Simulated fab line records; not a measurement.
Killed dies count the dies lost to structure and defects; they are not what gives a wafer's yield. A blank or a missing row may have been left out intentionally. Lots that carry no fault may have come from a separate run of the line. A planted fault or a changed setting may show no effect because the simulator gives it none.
Which tool was responsible? -- flow n5-finfet -- Sampling: 9 lots, 23 wafers, 7 of 1938 route steps

WHAT THE GAUGES READ, wafer by wafer
N5_BEOL_M4_RC_MEAS_101.
lot,measured,on,DIBL_N (mV/V),DIBL_P (mV/V),IOFF_N (nA/um),IOFF_P (nA/um),ION_N (uA/um),ION_P (uA/um),SS_N (mV/dec),SS_P (mV/dec),VT_N (mV),VT_P (mV)
L954,day 7 23:23,prober-02,37.2 36.3,38.0 36.5,0.19 0.16,0.24 0.21,680 661,463 459,72.1 71.8,74.9 73.9,245 253,-252 -251
L960,day 9 13:12,prober-01,32.6 35.4 35.2,30.9 35.6 34.7,0.10 0.16 0.14,0.14 0.20 0.18,651 671 661,450 460 454,71.1 71.6 72.3,71.5 72.7 72.0,256 248 248,-253 -250 -250
L962,day 9 18:18,prober-01,34.6 36.1 37.9,33.0 34.1 36.8,0.11 0.13 0.17,0.17 0.19 0.24,662 663 689,458 458 470,70.9 71.0 72.2,72.2 72.6 72.9,253 253 250,-253 -250 -246
L963,day 9 21:43,prober-01,35.3 34.7,34.9 34.5,0.14 0.12,0.18 0.17,674 661,457 461,71.3 71.5,73.5 72.8,252 255,-254 -252
L964,day 10 06:27,prober-02,37.8 39.7,35.5 37.4,0.18 0.20,0.22 0.23,675 680,464 461,72.2 72.5,73.7 73.3,250 249,-248 -248
L966,day 11 03:26,prober-02,40.4 36.1 36.4,38.4 35.9 36.5,0.35 0.17 0.17,0.28 0.22 0.23,682 662 650,459 457 448,75.0 71.7 72.5,73.8 73.2 73.4,244 249 250,-248 -250 -252
L969,day 11 09:41,prober-02,34.4 33.5,35.2 34.2,0.16 0.14,0.24 0.22,671 668,466 464,72.1 70.8,73.3 72.4,250 252,-245 -246
L974,day 14 04:23,prober-02,36.8 36.5 36.3,37.1 38.0 37.4,0.18 0.20 0.18,0.24 0.26 0.23,679 706 692,464 483 467,72.0 71.7 71.8,73.5 73.3 73.1,247 243 248,-248 -245 -246
L976,day 14 04:40,prober-01,39.2 38.6 38.5,37.0 38.2 37.3,0.23 0.20 0.20,0.21 0.22 0.21,668 685 688,447 460 454,74.3 72.2 72.5,73.7 73.6 73.6,251 249 250,-253 -251 -250

N5_BEOL_M11_OVL_MEAS_29.
lot,measured,on,V10_OVL (nm)
L954,day 10 11:08,overlay-02,-1.0 -0.7
L960,day 11 18:34,overlay-01,1.2 0.7 1.6
L962,day 12 01:55,overlay-01,0.6 0.3 -0.6
L963,day 12 14:49,overlay-01,0.0 0.6
L964,day 12 17:47,overlay-01,-0.4 0.8
L966,day 13 17:45,overlay-01,-0.7 -0.2 0.2
L969,day 14 02:41,overlay-02,-0.7 -0.3
L974,day 17 03:46,overlay-01,-0.4 0.4 -0.1
L976,day 17 03:56,overlay-01,-1.8 -0.1 -0.5

N5_BEOL_M11_THK_MEAS_53: measures by xrf.
lot,measured,on,M11_THK (nm)
L954,day 10 16:38,film-metro-01,147.0 137.2
L960,day 11 22:01,film-metro-01,142.4 139.1 142.1
L962,day 12 05:40,film-metro-02,134.8 139.4 136.9
L963,day 12 17:34,film-metro-01,259.5 262.3
L964,day 12 22:08,film-metro-01,273.4 245.9
L966,day 13 20:22,film-metro-01,138.6 139.0 139.2
L969,day 14 06:01,film-metro-01,137.7 265.6
L974,day 17 06:50,film-metro-01,138.4 136.9 138.8
L976,day 17 08:17,film-metro-01,137.1 138.1 136.9

N5_BEOL_M11_INSPECT_58: inspects for defects (darkfield).
lot,measured,on,raw-defect-count
L954,day 10 16:49,defect-inspect-02,64 73
L960,day 11 22:10,defect-inspect-02,32 78 86
L962,day 12 05:49,defect-inspect-02,80 98 91
L963,day 12 17:43,defect-inspect-01,1061 1111
L964,day 12 22:17,defect-inspect-02,1094 1073
L966,day 13 20:31,defect-inspect-01,47 73 82
L969,day 14 06:10,defect-inspect-01,83 1063
L974,day 17 07:01,defect-inspect-02,101 73 82
L976,day 17 08:26,defect-inspect-02,63 86 45

WHAT TOOL EACH LOT RAN ON (gives the tool, then ch and the chambers of the sampled wafers, and finally the start)
lot,N5_BEOL_M11_ETCH_66,N5_BEOL_M11_CMP_52,N5_BEOL_M11_DEP_56
L954,"rie-diel-06 ch 0,3, day 10 11:17","cmp-01 ch 0,2, day 10 16:23","pecvd-04 ch 1,2, day 10 16:43"
L960,"rie-diel-04 ch 1,2,3, day 11 19:07","cmp-01 ch 0,1,3, day 11 21:48","pecvd-04 ch 0,1,2, day 11 22:05"
L962,"rie-diel-02 ch 1,3, day 12 02:04","cmp-01 ch 0,1,2, day 12 05:25","pecvd-02 ch 0,2, day 12 05:44"
L963,"rie-diel-06 ch 0, day 12 14:58","cmp-01 ch 0,2, day 12 17:23","pecvd-02 ch 0,2, day 12 17:39"
L964,"rie-diel-02 ch 0,3, day 12 18:14","cmp-01 ch 0,2, day 12 21:55","pecvd-02 ch 0,1, day 12 22:12"
L966,"rie-diel-04 ch 1,3, day 13 17:54","cmp-04 ch 0,1,2, day 13 20:06","pecvd-04 ch 1,2, day 13 20:25"
L969,"rie-diel-04 ch 0,3, day 14 02:49","cmp-01 ch 0,1, day 14 05:46","pecvd-03 ch 0,1, day 14 06:05"
L974,"rie-diel-02 ch 1,3, day 17 04:01","cmp-04 ch 1,2, day 17 06:32","pecvd-04 ch 0,2, day 17 06:55"
L976,"rie-diel-04 ch 0,1, day 17 04:19","cmp-04 ch 1,2,3, day 17 08:06","pecvd-02 ch 0,1,2, day 17 08:21"
- N5_BEOL_M11_ETCH_66: etches SOC in N2/H2, target depth 120 nm, overetch 24 nm, time 180 s.
- N5_BEOL_M11_CMP_52: polishes, stops on SiCOH lowk, t overpolish 7 s, target thk 140 nm.
- N5_BEOL_M11_DEP_56: deposits SiCN from 3MS/NH3, target thk 30 nm, time 10.5 s.

WHAT THE TOOLS THEMSELVES READ (means of the sampled wafers that have a number; where no wafer has one, the mark that the record gives instead)
N5_BEOL_M11_ETCH_66.
lot,tool,chamber-pressure-mTorr (mTorr),drypump-motor-current-A (A),oes-product-au (a.u.),rf-vpp-V (V),showerhead-plenum-p-Torr (Torr),throttle-valve-pct (%)
L954,rie-diel-06,30.024,5.6,0.64,522.2,2.51,17.74
L960,rie-diel-04,29.997,5.5,0.64,524.3,2.55,17.84
L962,rie-diel-02,30.003,5.2,0.60,525.2,2.61,17.86
L963,rie-diel-06,29.997,4.9,0.75,522.8,2.51,17.29
L964,rie-diel-02,30.015,5.1,0.57,524.8,2.58,18.05
L966,rie-diel-04,30.013,5.8,0.61,525.4,2.61,17.84
L969,rie-diel-04,30.026,5.2,0.62,524.5,2.55,17.77
L974,rie-diel-02,30.047,5.5,0.59,524.3,2.57,17.94
L976,rie-diel-04,30.020,5.8,0.59,525.3,2.59,17.88

N5_BEOL_M11_CMP_52.
lot,tool,barrier-field-endpoint-s (s),clearing-platen-rpm (rpm),motor-current-A (A),overpolish-run-s (s),retaining-ring-pressure-frac,time-to-endpoint-s (s)
L954,cmp-01,29.8,49.983,6.6,6.993,1.006,68
L960,cmp-01,29.4,49.983,6.1,7.000,1.002,69
L962,cmp-01,28.9,50.017,6.3,6.999,0.995,68
L963,cmp-01,46.8,50.013,6.5,0.036,1.000,86
L964,cmp-01,46.8,50.003,6.5,0.035,1.002,84
L966,cmp-04,28.2,50.014,5.7,7.007,0.998,65
L969,cmp-01,38.1,49.987,6.0,3.514,1.002,72
L974,cmp-04,28.2,50.009,6.3,7.006,1.005,63
L976,cmp-04,28.4,50.007,5.7,7.010,1.002,61

N5_BEOL_M11_DEP_56.
lot,tool,showerhead-plenum-p-Torr (Torr),throttle-valve-pct (%)
L954,pecvd-04,4.156,18.5
L960,pecvd-04,4.156,19.2
L962,pecvd-02,4.146,17.1
L963,pecvd-02,4.151,16.8
L964,pecvd-02,4.147,18.2
L966,pecvd-04,4.150,18.7
L969,pecvd-03,4.204,19.5
L974,pecvd-04,4.155,19.6
L976,pecvd-02,4.156,17.7

THE ANSWER, worked out from the rows above alone
Rule: the usual values come from the lots themselves. The widest of any qualifying gaps counts: lots, ordered by their means at a reading, are off when they make up no more than a third of the lots, leave a main group of 4 or more, and stand apart from it by 3 or more times the standard deviation of that group's means. A main group is skipped when, at the precision printed for the reading in the tables above, its means are all equal. Also off: a lot with no number at a reading for which 4 or more lots have one. Where the step has rows for the other lots, those lots are counted as sound. The gauges are gone through in route order, then the tools' own readings, and for those a lot's mean is taken as printed above. At the first step where some lot is off, the reading lying furthest off is the one used; lots without a number count as furthest.
Off: L963, L964, L969, seen at N5_BEOL_M11_THK_MEAS_53 (M11_THK). Mean 139.1 nm and standard deviation 1.9 in the main group.
A tool fits if, at a process step before that reading, it ran every lot that is off, and no sound lot after the first of them. Not tried: the gauges at N5_BEOL_M11_THK_MEAS_53; whatever is off there is also off at N5_BEOL_M11_INSPECT_58, on other tools, and gauge error can't account for it. One fits: cmp-01 at N5_BEOL_M11_CMP_52. A fault onset in the window from L962 (day 12 05:25, its last sound lot) to L963 (day 12 17:23, its first lot off) fits.
The tool's own readings at N5_BEOL_M11_CMP_52 bear it out: on the lots that are off they differ by more than 5 times the standard deviation of the sound lots' means. barrier-field-endpoint-s reads 43.9 s there against 28.8 s on the sound lots; overpolish-run-s reads 1.195 s there against 7.002 s on the sound lots; time-to-endpoint-s reads 81 s there against 66 s on the sound lots.

WHAT THE SIMULATOR HAD INSERTED
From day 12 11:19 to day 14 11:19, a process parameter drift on cmp-01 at N5_BEOL_M11_CMP_52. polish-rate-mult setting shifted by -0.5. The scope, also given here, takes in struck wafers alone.
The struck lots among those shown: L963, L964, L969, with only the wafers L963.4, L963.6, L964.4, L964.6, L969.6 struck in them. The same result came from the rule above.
